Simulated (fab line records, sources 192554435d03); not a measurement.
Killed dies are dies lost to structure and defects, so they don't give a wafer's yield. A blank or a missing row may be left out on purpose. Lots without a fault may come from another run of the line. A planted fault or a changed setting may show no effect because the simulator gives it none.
Which tool did it? | flow n5_finfet | 22 lots, 66 wafers sampled, at 5 steps of a route of 1938

WHAT THE GAUGES READ, wafer by wafer
N5_BEOL_M7_INSPECT_13: inspects for defects (brightfield). Usual: raw_defect_count 412, standard deviation 93.
lot  | measured     | on                | raw_defect_count | flag
L074 | day 8 09:26  | defect_inspect-01 | 496 353 467      |
L075 | day 9 02:24  | defect_inspect-02 | 224 259 305      |
L076 | day 9 07:22  | defect_inspect-02 | 318 415 482      |
L077 | day 9 07:44  | defect_inspect-02 | 318 473 519      |
L078 | day 9 23:18  | defect_inspect-02 | 370 325 335      |
L079 | day 10 01:59 | defect_inspect-02 | 381 415 397      |
L081 | day 10 10:07 | defect_inspect-01 | 601 274 448      |
L082 | day 11 01:53 | defect_inspect-02 | 409 367 392      |
L083 | day 11 04:03 | defect_inspect-01 | 503 495 453      |
L084 | day 11 05:23 | defect_inspect-01 | 503 494 564      |
L085 | day 11 08:23 | defect_inspect-02 | 472 316 375      |
L086 | day 12 05:23 | defect_inspect-01 | 445 395 491      |
L088 | day 12 08:59 | defect_inspect-01 | 520 439 537      |
L087 | day 12 10:02 | defect_inspect-01 | 315 206 269      |
L089 | day 12 16:08 | defect_inspect-02 | 409 444 308      |
L090 | day 13 04:11 | defect_inspect-02 | 437 530 474      |
L092 | day 13 09:44 | defect_inspect-01 | 421 457 524      |
L094 | day 13 12:58 | defect_inspect-02 | 312 290 321      |
L093 | day 13 17:29 | defect_inspect-01 | 432 376 445      |
L091 | day 13 23:52 | defect_inspect-02 | 268 388 244      |
L096 | day 14 20:43 | defect_inspect-01 | 435 520 512      |
L097 | day 15 08:37 | defect_inspect-01 | 301 415 407      |

N5_BEOL_M9_CD_MEAS_11: target cd 64.1 nm. Usual: cd_nm 64.1 nm, standard deviation 0.6.
lot  | measured     | on        | cd_nm (nm)     | flag
L074 | day 9 00:23  | cd_sem-02 | 64.0 63.6 64.0 |
L075 | day 9 20:25  | cd_sem-02 | 63.7 64.1 64.8 |
L076 | day 10 02:24 | cd_sem-02 | 64.7 63.8 63.8 |
L077 | day 10 00:43 | cd_sem-01 | 63.7 64.4 63.5 |
L078 | day 10 12:15 | cd_sem-03 | 64.1 64.3 63.4 |
L079 | day 10 23:02 | cd_sem-03 | 64.1 64.0 65.0 |
L081 | day 11 02:08 | cd_sem-02 | 64.6 63.8 63.9 |
L082 | day 11 15:05 | cd_sem-01 | 64.0 63.2 64.1 |
L083 | day 11 19:09 | cd_sem-03 | 64.3 64.2 64.3 |
L084 | day 11 20:11 | cd_sem-01 | 64.6 65.2 64.5 |
L085 | day 12 01:00 | cd_sem-03 | 64.0 64.4 64.3 |
L086 | day 13 04:01 | cd_sem-01 | 64.3 64.8 64.8 |
L088 | day 13 09:38 | cd_sem-02 | 63.8 64.0 63.8 |
L087 | day 13 04:19 | cd_sem-02 | 63.9 64.6 65.3 |
L089 | day 13 10:02 | cd_sem-03 | 64.1 63.1 63.5 |
L090 | day 13 17:10 | cd_sem-02 | 62.7 63.8 64.2 |
L092 | day 14 01:43 | cd_sem-03 | 64.0 64.4 64.2 |
L094 | day 14 02:14 | cd_sem-01 | 64.7 63.7 63.8 |
L093 | day 14 08:59 | cd_sem-01 | 63.9 63.9 63.9 |
L091 | day 14 12:29 | cd_sem-01 | 64.9 64.8 64.7 |
L096 | day 15 12:42 | cd_sem-02 | 63.9 64.2 64.0 |
L097 | day 15 22:30 | cd_sem-02 | 63.4 63.1 62.3 |

WHICH TOOL RAN EACH LOT (tool, then ch and the chambers of the sampled wafers, then the start)
lot  | N5_BEOL_M7_ETCH_65                 | N5_BEOL_M8_TRENCH_ETCH_37                     | N5_BEOL_M8_ETCH_41
L074 | rie_diel-04 ch 1,2, day 8 11:22    | rie_diel-02 ch 0,1,2, day 9 00:23 or earlier  | rie_diel-02 ch 0,1,2, day 9 00:23 or earlier
L075 | rie_diel-04 ch 0,2,3, day 9 03:22  | rie_diel-02 ch 0,1,2, day 9 20:25 or earlier  | rie_diel-02 ch 0,1,2, day 9 20:25 or earlier
L076 | rie_diel-05 ch 0,2,3, day 9 11:44  | rie_diel-01 ch 1,2,3, day 10 02:24 or earlier | rie_diel-01 ch 1,2,3, day 10 02:24 or earlier
L077 | rie_diel-04 ch 1,2,3, day 9 11:55  | rie_diel-01 ch 0,1,2, day 10 00:43 or earlier | rie_diel-01 ch 0,1,2, day 10 00:43 or earlier
L078 | rie_diel-04 ch 0,2,3, day 10 00:23 | rie_diel-02 ch 0,1,3, day 10 12:15 or earlier | rie_diel-02 ch 0,1,3, day 10 12:15 or earlier
L079 | rie_diel-04 ch 0,2,3, day 10 03:24 | rie_diel-06 ch 1,2, day 10 23:02 or earlier   | rie_diel-06 ch 1,2, day 10 23:02 or earlier
L081 | rie_diel-05 ch 0,2,3, day 10 11:10 | rie_diel-06 ch 0,1,3, day 11 02:08 or earlier | rie_diel-06 ch 0,1,3, day 11 02:08 or earlier
L082 | rie_diel-05 ch 2,3, day 11 03:04   | rie_diel-06 ch 1,3, day 11 15:05 or earlier   | rie_diel-06 ch 1,3, day 11 15:05 or earlier
L083 | rie_diel-04 ch 0,2,3, day 11 05:19 | rie_diel-02 ch 0,2, day 11 19:09 or earlier   | rie_diel-02 ch 0,2, day 11 19:09 or earlier
L084 | rie_diel-05 ch 0,1,3, day 11 07:02 | rie_diel-06 ch 1,2,3, day 11 20:11 or earlier | rie_diel-06 ch 1,2,3, day 11 20:11 or earlier
L085 | rie_diel-05 ch 1,3, day 11 10:05   | rie_diel-06 ch 0,2,3, day 12 01:00 or earlier | rie_diel-06 ch 0,2,3, day 12 01:00 or earlier
L086 | rie_diel-04 ch 0,1,2, day 12 08:26 | rie_diel-02 ch 0,1, day 13 04:01 or earlier   | rie_diel-02 ch 0,1, day 13 04:01 or earlier
L088 | rie_diel-04 ch 0,1,3, day 12 10:09 | rie_diel-01 ch 0,1,3, day 13 09:38 or earlier | rie_diel-01 ch 0,1,3, day 13 09:38 or earlier
L087 | rie_diel-05 ch 1,3, day 12 11:23   | rie_diel-06 ch 0,1, day 13 04:19 or earlier   | rie_diel-06 ch 0,1, day 13 04:19 or earlier
L089 | rie_diel-05 ch 0,3, day 12 20:25   | rie_diel-06 ch 2,3, day 13 10:02 or earlier   | rie_diel-06 ch 2,3, day 13 10:02 or earlier
L090 | rie_diel-05 ch 0,1,2, day 13 05:19 | rie_diel-02 ch 0,3, day 13 17:10 or earlier   | rie_diel-02 ch 0,3, day 13 17:10 or earlier
L092 | rie_diel-04 ch 0,1,3, day 13 11:59 | rie_diel-06 ch 0,1, day 14 01:43 or earlier   | rie_diel-06 ch 0,1, day 14 01:43 or earlier
L094 | rie_diel-05 ch 1,2, day 13 14:47   | rie_diel-01 ch 0,2,3, day 14 02:14 or earlier | rie_diel-01 ch 0,2,3, day 14 02:14 or earlier
L093 | rie_diel-05 ch 0,1,3, day 13 19:28 | rie_diel-02 ch 1,3, day 14 08:59 or earlier   | rie_diel-02 ch 1,3, day 14 08:59 or earlier
L091 | rie_diel-04 ch 1,2,3, day 14 00:53 | rie_diel-01 ch 0,1,2, day 14 12:29 or earlier | rie_diel-01 ch 0,1,2, day 14 12:29 or earlier
L096 | rie_diel-05 ch 2,3, day 15 00:28   | rie_diel-06 ch 1,2, day 15 12:42 or earlier   | rie_diel-06 ch 1,2, day 15 12:42 or earlier
L097 | rie_diel-04 ch 1,3, day 15 09:56   | rie_diel-06 ch 0,2,3, day 15 22:30 or earlier | rie_diel-06 ch 0,2,3, day 15 22:30 or earlier
- N5_BEOL_M7_ETCH_65: etches SiARC in CF4, target depth 15.6 nm, time 26 s.
- N5_BEOL_M8_TRENCH_ETCH_37: etches SiCOH lowk in C4F6/O2, target depth 93.478 nm, time 31.2 s.
- N5_BEOL_M8_ETCH_41: etches SiCN in CH3F/O2, target depth 31.9 nm, time 57.8 s.

WHAT THE TOOLS THEMSELVES READ (means of the sampled wafers that have a number; where no wafer has one, the mark that the record gives instead)
N5_BEOL_M7_ETCH_65. Usual: drypump_motor_current_A 5.5 A, standard deviation 0.46; etch_rf_on_time_s 25.9 s, standard deviation 0.71; oes_product_au 0.70 a.u., standard deviation 0.097; rf_vpp_V 183.7 V, standard deviation 1.2; showerhead_plenum_p_Torr 2.12 Torr, standard deviation 0.077; throttle_valve_pct 15.4 %, standard deviation 0.33.
lot  | tool        | drypump_motor_current_A (A) | etch_rf_on_time_s (s) | oes_product_au (a.u.) | rf_vpp_V (V) | showerhead_plenum_p_Torr (Torr) | throttle_valve_pct (%) | flag
L074 | rie_diel-04 | 5.4                         | 26.1                  | 0.61                  | 183.1        | 2.07                            | 15.7                   |
L075 | rie_diel-04 | 5.8                         | 25.3                  | 0.63                  | 182.7        | 2.07                            | 15.7                   |
L076 | rie_diel-05 | 5.4                         | 25.5                  | 0.74                  | 183.8        | 2.16                            | 15.2                   |
L077 | rie_diel-04 | 5.8                         | 25.6                  | 0.63                  | 183.6        | 2.07                            | 15.7                   |
L078 | rie_diel-04 | 5.8                         | 25.6                  | 0.62                  | 184.0        | 2.07                            | 15.7                   |
L079 | rie_diel-04 | 5.8                         | 25.5                  | 0.62                  | 183.8        | 2.07                            | 15.7                   |
L081 | rie_diel-05 | 5.4                         | 25.7                  | 0.71                  | 184.1        | 2.15                            | 15.2                   |
L082 | rie_diel-05 | 5.5                         | 26.2                  | 0.65                  | 184.2        | 2.16                            | 15.3                   |
L083 | rie_diel-04 | 5.8                         | 25.8                  | 0.61                  | 183.7        | 2.07                            | 15.8                   |
L084 | rie_diel-05 | 5.4                         | 25.9                  | 0.79                  | 184.5        | 2.18                            | 15.0                   |
L085 | rie_diel-05 | 5.3                         | 25.8                  | 0.82                  | 184.2        | 2.15                            | 15.0                   |
L086 | rie_diel-04 | 5.5                         | 25.8                  | 0.59                  | 182.8        | 2.06                            | 15.8                   |
L088 | rie_diel-04 | 5.4                         | 26.4                  | 0.61                  | 183.3        | 2.04                            | 15.7                   |
L087 | rie_diel-05 | 5.3                         | 26.0                  | 0.79                  | 183.7        | 2.15                            | 15.0                   |
L089 | rie_diel-05 | 5.4                         | 25.6                  | 0.74                  | 183.8        | 2.14                            | 15.1                   |
L090 | rie_diel-05 | 5.7                         | 26.4                  | 0.77                  | 185.1        | 2.21                            | 15.1                   |
L092 | rie_diel-04 | 5.4                         | 26.3                  | 0.60                  | 181.9        | 2.04                            | 15.7                   |
L094 | rie_diel-05 | 5.7                         | 26.2                  | 0.80                  | 185.2        | 2.22                            | 15.0                   |
L093 | rie_diel-05 | 5.4                         | 26.2                  | 0.75                  | 183.8        | 2.17                            | 15.1                   |
L091 | rie_diel-04 | 5.8                         | 25.6                  | 0.70                  | 183.0        | 2.07                            | 15.6                   |
L096 | rie_diel-05 | 5.2                         | 25.5                  | 0.78                  | 182.4        | 2.12                            | 15.0                   |
L097 | rie_diel-04 | 5.7                         | 26.2                  | 0.61                  | 183.9        | 2.05                            | 15.7                   |

N5_BEOL_M8_TRENCH_ETCH_37. Usual: O2_flow_sccm 10.00 sccm, standard deviation 0.033; drypump_motor_current_A 5.6 A, standard deviation 0.54; oes_product_au 0.82 a.u., standard deviation 0.057; rf_vpp_V 666 V, standard deviation 7; showerhead_plenum_p_Torr 2.87 Torr, standard deviation 0.11; throttle_valve_pct 20.87 %, standard deviation 0.14.
lot  | tool        | O2_flow_sccm (sccm) | drypump_motor_current_A (A) | oes_product_au (a.u.) | rf_vpp_V (V) | showerhead_plenum_p_Torr (Torr) | throttle_valve_pct (%) | flag
L074 | rie_diel-02 | 9.99                | 5.7                         | 0.83                  | 658          | 2.92                            | 20.66                  |
L075 | rie_diel-02 | 9.99                | 5.7                         | 0.83                  | 657          | 2.91                            | 20.67                  |
L076 | rie_diel-01 | 9.99                | 5.8                         | 0.80                  | 664          | 2.78                            | 20.87                  |
L077 | rie_diel-01 | 10.02               | 5.9                         | 0.77                  | 659          | 2.76                            | 20.98                  |
L078 | rie_diel-02 | 10.02               | 5.4                         | 0.81                  | 660          | 2.83                            | 20.75                  |
L079 | rie_diel-06 | 9.98                | 5.9                         | 0.83                  | 669          | 2.92                            | 21.00                  |
L081 | rie_diel-06 | 10.01               | 5.7                         | 0.83                  | 674          | 2.90                            | 20.88                  |
L082 | rie_diel-06 | 9.98                | 6.2                         | 0.79                  | 670          | 2.81                            | 20.90                  |
L083 | rie_diel-02 | 10.05               | 5.8                         | 0.79                  | 655          | 2.95                            | 20.75                  |
L084 | rie_diel-06 | 10.00               | 5.7                         | 0.82                  | 672          | 2.90                            | 20.94                  |
L085 | rie_diel-06 | 9.98                | 5.3                         | 0.84                  | 675          | 2.99                            | 20.94                  |
L086 | rie_diel-02 | 10.00               | 5.7                         | 0.80                  | 661          | 2.86                            | 20.65                  |
L088 | rie_diel-01 | 10.00               | 5.8                         | 0.91                  | 666          | 2.86                            | 20.84                  |
L087 | rie_diel-06 | 9.97                | 6.2                         | 0.78                  | 667          | 2.81                            | 20.93                  |
L089 | rie_diel-06 | 10.02               | 5.2                         | 0.83                  | 676          | 2.98                            | 20.94                  |
L090 | rie_diel-02 | 9.98                | 5.1                         | 0.78                  | 662          | 2.78                            | 20.93                  |
L092 | rie_diel-06 | 9.97                | 5.8                         | 0.81                  | 669          | 2.90                            | 20.94                  |
L094 | rie_diel-01 | 10.03               | 6.0                         | 0.86                  | 664          | 2.85                            | 20.85                  |
L093 | rie_diel-02 | 9.95                | 5.3                         | 0.78                  | 661          | 2.80                            | 20.75                  |
L091 | rie_diel-01 | 10.03               | 5.9                         | 0.90                  | 663          | 2.86                            | 20.79                  |
L096 | rie_diel-06 | 10.03               | 5.9                         | 0.80                  | 668          | 2.90                            | 21.06                  |
L097 | rie_diel-06 | 9.99                | 5.3                         | 0.81                  | 675          | 2.98                            | 20.98                  |

N5_BEOL_M8_ETCH_41. Usual: O2_flow_sccm 19.99 sccm, standard deviation 0.063; drypump_motor_current_A 5.6 A, standard deviation 0.54; oes_product_au 0.82 a.u., standard deviation 0.057; rf_vpp_V 297.8 V, standard deviation 1.8; showerhead_plenum_p_Torr 2.02 Torr, standard deviation 0.082; throttle_valve_pct 16.26 %, standard deviation 0.15.
lot  | tool        | O2_flow_sccm (sccm) | drypump_motor_current_A (A) | oes_product_au (a.u.) | rf_vpp_V (V) | showerhead_plenum_p_Torr (Torr) | throttle_valve_pct (%) | flag
L074 | rie_diel-02 | 20.02               | 5.7                         | 0.83                  | 299.3        | 2.05                            | 16.06                  |
L075 | rie_diel-02 | 20.00               | 5.7                         | 0.82                  | 297.8        | 2.05                            | 16.07                  |
L076 | rie_diel-01 | 19.95               | 5.8                         | 0.81                  | 297.0        | 1.95                            | 16.28                  |
L077 | rie_diel-01 | 19.95               | 5.9                         | 0.76                  | 295.5        | 1.94                            | 16.39                  |
L078 | rie_diel-02 | 19.99               | 5.4                         | 0.82                  | 296.9        | 1.99                            | 16.15                  |
L079 | rie_diel-06 | 20.01               | 5.8                         | 0.84                  | 298.0        | 2.05                            | 16.38                  |
L081 | rie_diel-06 | 19.97               | 5.7                         | 0.82                  | 298.0        | 2.04                            | 16.27                  |
L082 | rie_diel-06 | 19.92               | 6.2                         | 0.79                  | 296.6        | 1.97                            | 16.34                  |
L083 | rie_diel-02 | 19.94               | 5.7                         | 0.79                  | 299.5        | 2.08                            | 16.16                  |
L084 | rie_diel-06 | 20.04               | 5.8                         | 0.82                  | 298.0        | 2.04                            | 16.35                  |
L085 | rie_diel-06 | 19.94               | 5.3                         | 0.85                  | 298.9        | 2.11                            | 16.31                  |
L086 | rie_diel-02 | 19.97               | 5.7                         | 0.80                  | 297.4        | 2.01                            | 16.06                  |
L088 | rie_diel-01 | 19.99               | 5.7                         | 0.91                  | 297.2        | 2.01                            | 16.21                  |
L087 | rie_diel-06 | 20.05               | 6.2                         | 0.79                  | 297.5        | 1.98                            | 16.36                  |
L089 | rie_diel-06 | 20.01               | 5.2                         | 0.83                  | 298.6        | 2.10                            | 16.31                  |
L090 | rie_diel-02 | 20.05               | 5.1                         | 0.77                  | 296.7        | 1.95                            | 16.34                  |
L092 | rie_diel-06 | 20.00               | 5.7                         | 0.80                  | 297.9        | 2.04                            | 16.32                  |
L094 | rie_diel-01 | 19.90               | 6.1                         | 0.85                  | 298.1        | 2.00                            | 16.23                  |
L093 | rie_diel-02 | 19.98               | 5.3                         | 0.78                  | 297.0        | 1.97                            | 16.21                  |
L091 | rie_diel-01 | 20.05               | 5.9                         | 0.91                  | 297.7        | 2.01                            | 16.15                  |
L096 | rie_diel-06 | 20.02               | 5.9                         | 0.80                  | 298.6        | 2.04                            | 16.45                  |
L097 | rie_diel-06 | 20.06               | 5.3                         | 0.81                  | 299.7        | 2.10                            | 16.36                  |

THE ANSWER, worked out from the rows above alone
Rule: a lot is off if the mean of its wafers that have a number lies more than 3 standard deviations from the usual mean. A lot without any number at a reading at which 4 lots or more have one is off too. The other lots that the step has rows for count as sound. The gauges are gone through in route order, then the tools' own readings, and for those a lot's mean is taken as printed above. The first step at which some lot is off is used, and at that step the reading that is off furthest; a lot without a number counts as furthest.
No lot is off at any reading shown: from this, nothing can be told.

WHAT THE SIMULATOR HAD PUT IN
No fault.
